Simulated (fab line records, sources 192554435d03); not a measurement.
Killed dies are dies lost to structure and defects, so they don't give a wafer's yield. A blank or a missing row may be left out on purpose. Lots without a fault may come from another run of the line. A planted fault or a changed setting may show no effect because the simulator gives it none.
fab line records | flow n5_finfet
record lots=15 wafers=38 last_day=18
route steps=1938 shown BEOL_M1@819 BEOL_M2@851
lots that met no fault: from a run of the same line without faults
start_h: hours from the record's first day to the start of the lot's first wafer shown | wait_h: hours since the lot's step before | " the same as in the row above | L1.1+2: a row that stands for several wafers | - no value, or no start given | * or withheld: withheld | < > ~ a bound
route shown NAME@n: a module of which the file shows steps, and the number in the route of the first | usual: mean/standard deviation of fault-free wafers | same: alike in all rows | chamber/n: place in a boat | sites: the reading at each site | _std_site: their standard deviation | _edge_site: outer sites' mean less inner sites' | radius_mm: how far each site lies from the wafer's centre | mask NAME#n: copy n | behind: the tool/chamber that last shaped the wafer | hold: why the lot was held/for how many hours/how that ended | device: the transistor (n, p or np) that didn't switch | end of line: the same wafers' tests at the end of the route | a step without rows: its recipe alone | killed: dies lost to structure and defects at the first sort, not the wafer's yield | map: a wafer's dies, x killed, . not, _ none there
set.NAME: the setting as run; set.NAME@STEP: as run at that earlier step | model.NAME: the simulator's own value behind a step, which no gauge read
steps of the route over a sample of lots; a table a step, a row a wafer
services: from which hour (start_h, from the record's first day; less than 0 if before it) a tool's chamber was out of use, for how many hours, and why
## steps
# step N5_BEOL_M1_ANNEAL_82
# recipe temp_c=400 time_s=240 ambient=vacuum
# usual heater_power_w=814/55
# columns lot.wafer tool chamber start_h wait_h heater_power_w
L329.4 pvd_sputter-01 - 131.08 0.0 765
L329.6 " - " " 778
L331.2 pvd_sputter-03 - 153.12 0.0 874
L331.3 " - " " 797
L338.4 pvd_sputter-02 - 183.61 0.0 815
L338.5 " - " " 776
L338.6 " - " " 889
L339.2 pvd_sputter-03 - 190.86 0.0 879
L339.4 " - " " 856
L339.6 " - " " 879
L340.1 pvd_sputter-02 - 197.48 0.0 840
L340.2 " - " " 800
L340.6 " - " " 800
L343.1 pvd_sputter-01 - 221.05 0.0 770
L343.2 " - " " 779
L343.3 " - " " 832
L342.2 pvd_sputter-01 - 222.89 0.0 791
L342.3 " - " " 817
L342.6 " - " " 780
L344.2 pvd_sputter-01 - 226.45 0.0 752
L344.4 " - " " 747
L344.6 " - " " 805
L345.1 pvd_sputter-03 - 227.44 0.0 867
L345.3 " - " " 786
L345.5 " - " " 871
L346.1 pvd_sputter-01 - 238.29 0.0 753
L346.4 " - " " 746
L348.1 pvd_sputter-03 - 257.56 0.0 770
L348.6 " - " " 866
L350.2 pvd_sputter-01 - 260.74 0.0 771
L350.4 " - " " 759
L349.3 pvd_sputter-01 - 262.66 0.0 775
L349.5 " - " " 743
L351.4 pvd_sputter-02 - 269.76 0.0 907
L351.5 " - " " 909
L351.6 " - " " 830
L352.2 pvd_sputter-01 - 270.94 0.0 782
L352.4 " - " " 791
# step N5_BEOL_M1_SPUTTER_92
# recipe material=Cu target_thk_a=45 temp_c=-20 chamber_pressure_pa=0.07 power_w=withheld time_s=8.29
# usual throttle_valve_pct=30.3/1
# columns lot.wafer tool chamber start_h wait_h throttle_valve_pct
L329.4 pvd_sputter-01 - 131.88 0.1 28.8
L329.6 " - " " 31.5
L331.2 pvd_sputter-03 - 153.92 0.1 29.7
L331.3 " - " " 31.0
L338.4 pvd_sputter-02 - 184.41 0.1 30.2
L338.5 " - " " 29.5
L338.6 " - " " 31.9
L339.2 pvd_sputter-03 - 191.66 0.1 29.5
L339.4 " - " " 28.9
L339.6 " - " " 29.5
L340.1 pvd_sputter-02 - 198.28 0.1 29.9
L340.2 " - " " 29.4
L340.6 " - " " 29.4
L343.1 pvd_sputter-01 - 221.85 0.1 30.2
L343.2 " - " " 28.8
L343.3 " - " " 30.5
L342.2 pvd_sputter-01 - 223.69 0.1 31.4
L342.3 " - " " 30.4
L342.6 " - " " 31.5
L344.2 pvd_sputter-01 - 227.25 0.1 28.6
L344.4 " - " " 30.0
L344.6 " - " " 30.2
L345.1 pvd_sputter-03 - 228.24 0.1 29.0
L345.3 " - " " 30.7
L345.5 " - " " 29.5
L346.1 pvd_sputter-01 - 239.09 0.1 30.1
L346.4 " - " " 28.6
L348.1 pvd_sputter-03 - 258.36 0.1 31.4
L348.6 " - " " 29.0
L350.2 pvd_sputter-01 - 261.54 0.1 31.4
L350.4 " - " " 30.1
L349.3 pvd_sputter-01 - 263.46 0.1 30.3
L349.5 " - " " 28.5
L351.4 pvd_sputter-02 - 270.56 0.1 31.7
L351.5 " - " " 30.1
L351.6 " - " " 30.1
L352.2 pvd_sputter-01 - 271.74 0.1 28.6
L352.4 " - " " 31.7
# step N5_BEOL_M1_ANNEAL_93
# recipe temp_c=400 time_s=240 ambient=vacuum
# usual heater_power_w=815/55
# columns lot.wafer tool chamber start_h wait_h heater_power_w
L329.4 pvd_sputter-01 - 131.96 0.0 764
L329.6 " - " " 770
L331.2 pvd_sputter-03 - 154.00 0.0 891
L331.3 " - " " 801
L338.4 pvd_sputter-02 - 184.49 0.0 811
L338.5 " - " " 776
L338.6 " - " " 878
L339.2 pvd_sputter-03 - 191.74 0.0 892
L339.4 " - " " 866
L339.6 " - " " 882
L340.1 pvd_sputter-02 - 198.36 0.0 802
L340.2 " - " " 767
L340.6 " - " " 774
L343.1 pvd_sputter-01 - 221.93 0.0 771
L343.2 " - " " 758
L343.3 " - " " 827
L342.2 pvd_sputter-01 - 223.77 0.0 759
L342.3 " - " " 828
L342.6 " - " " 767
L344.2 pvd_sputter-01 - 227.33 0.0 773
L344.4 " - " " 748
L344.6 " - " " 830
L345.1 pvd_sputter-03 - 228.32 0.0 863
L345.3 " - " " 782
L345.5 " - " " 891
L346.1 pvd_sputter-01 - 239.17 0.0 754
L346.4 " - " " 761
L348.1 pvd_sputter-03 - 258.44 0.0 813
L348.6 " - " " 865
L350.2 pvd_sputter-01 - 261.62 0.0 775
L350.4 " - " " 755
L349.3 pvd_sputter-01 - 263.54 0.0 760
L349.5 " - " " 775
L351.4 pvd_sputter-02 - 270.64 0.0 882
L351.5 " - " " 916
L351.6 " - " " 813
L352.2 pvd_sputter-01 - 271.82 0.0 740
L352.4 " - " " 786
# step N5_BEOL_M2_EXPOSE_08
# recipe mask_id=M2 na=0.33 source_shape=dipole sigma_inner=0.369 sigma_outer=0.767 polarization=unpolarized dose_mj=41.25
# usual dipole_opening_deg=79.7/0 exposure_dose_mJ_cm2=41.22/0.044
# columns lot.wafer tool chamber start_h wait_h mask dipole_opening_deg exposure_dose_mJ_cm2
L329.4 euv_scanner-02 0 134.20 - M2#0 79.7 41.25
L329.6 " 0 " " M2#0 79.7 41.32
L331.2 euv_scanner-01 0 157.64 - M2#0 79.7 41.17
L331.3 " 0 " " M2#0 79.7 41.20
L338.4 euv_scanner-02 - 186.41 - M2#0 - -
L338.5 " - " " M2#0 - -
L338.6 " - " " M2#0 - -
L339.2 euv_scanner-01 - 195.30 - M2#0 - -
L339.4 " - " " M2#0 - -
L339.6 " - " " M2#0 - -
L340.1 euv_scanner-01 - 202.52 - M2#0 - -
L340.2 " - " " M2#0 - -
L340.6 " - " " M2#0 - -
L343.1 euv_scanner-02 0 224.96 - M2#0 79.7 41.29
L343.2 " 0 " " M2#0 79.7 41.30
L343.3 " 0 " " M2#0 79.7 41.31
L342.2 euv_scanner-02 0 227.09 - M2#0 79.7 41.31
L342.3 " 0 " " M2#0 79.7 41.18
L342.6 " 0 " " M2#0 79.7 41.27
L344.2 euv_scanner-01 0 230.15 - M2#0 79.7 41.12
L344.4 " 0 " " M2#0 79.7 41.18
L344.6 " 0 " " M2#0 79.7 41.17
L345.1 euv_scanner-02 0 232.80 - M2#0 79.7 41.20
L345.3 " 0 " " M2#0 79.7 41.19
L345.5 " 0 " " M2#0 79.7 41.20
L346.1 euv_scanner-02 0 245.27 - M2#0 79.7 41.19
L346.4 " 0 " " M2#0 79.7 41.24
L348.1 euv_scanner-01 0 261.26 - M2#0 79.7 41.22
L348.6 " 0 " " M2#0 79.7 41.21
L350.2 euv_scanner-02 0 264.49 - M2#0 79.7 41.14
L350.4 " 0 " " M2#0 79.7 41.21
L349.3 euv_scanner-02 0 268.45 - M2#0 79.7 41.23
L349.5 " 0 " " M2#0 79.7 41.21
L351.4 euv_scanner-01 0 273.07 - M2#0 79.7 41.27
L351.5 " 0 " " M2#0 79.7 41.26
L351.6 " 0 " " M2#0 79.7 41.23
L352.2 euv_scanner-02 0 275.20 - M2#0 79.7 41.22
L352.4 " 0 " " M2#0 79.7 41.18
## services
# columns tool chamber start_h hours kind
euv_scanner-01 - 109.89 1.0 pm
euv_scanner-02 - 115.83 1.0 pm
pvd_sputter-01 - 118.52 3.9 repair
euv_scanner-01 0 132.39 - calibration
euv_scanner-02 0 132.98 - calibration
euv_scanner-01 - 151.86 1.0 pm
euv_scanner-02 - 171.98 1.0 pm
euv_scanner-02 - 187.31 4.6 pm
euv_scanner-01 - 206.23 0.2 repair
euv_scanner-01 - 208.01 1.0 pm
euv_scanner-02 - 211.73 12.0 pm
euv_scanner-01 - 223.73 4.6 pm
euv_scanner-02 - 228.33 1.0 pm
euv_scanner-01 - 264.16 1.0 pm
## key
first_sign step=N5_BEOL_M2_EXPOSE_08 reading=tool_record direction=missing
effect none on later readings
met_at N5_BEOL_M2_EXPOSE_08
struck_lots L338,L339,L340
later_rows_left_out L338.4,L338.5,L338.6,L339.2,L339.4,L339.6,L340.1,L340.2,L340.6
sort_left_out L338.4,L338.5,L338.6,L339.2,L339.4,L339.6,L340.1,L340.2,L340.6
not_acting_at N5_BEOL_M1_ANNEAL_82,N5_BEOL_M1_SPUTTER_92,N5_BEOL_M1_ANNEAL_93
onset_between 157.64 186.41
fault kind=skipped_step_whole tool=euv_scanner-01,euv_scanner-02 chamber=- onset_h=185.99 steps=N5_BEOL_M2_EXPOSE_08 scope=struck_lots_only
# sort_left_out: the simulated sort isn't trusted on such a fault, so these wafers' sort isn't shown, and their yield isn't known
# later_rows_left_out: the simulator's readings of these wafers behind a module that went badly wrong aren't trusted and aren't shown, but for the sort
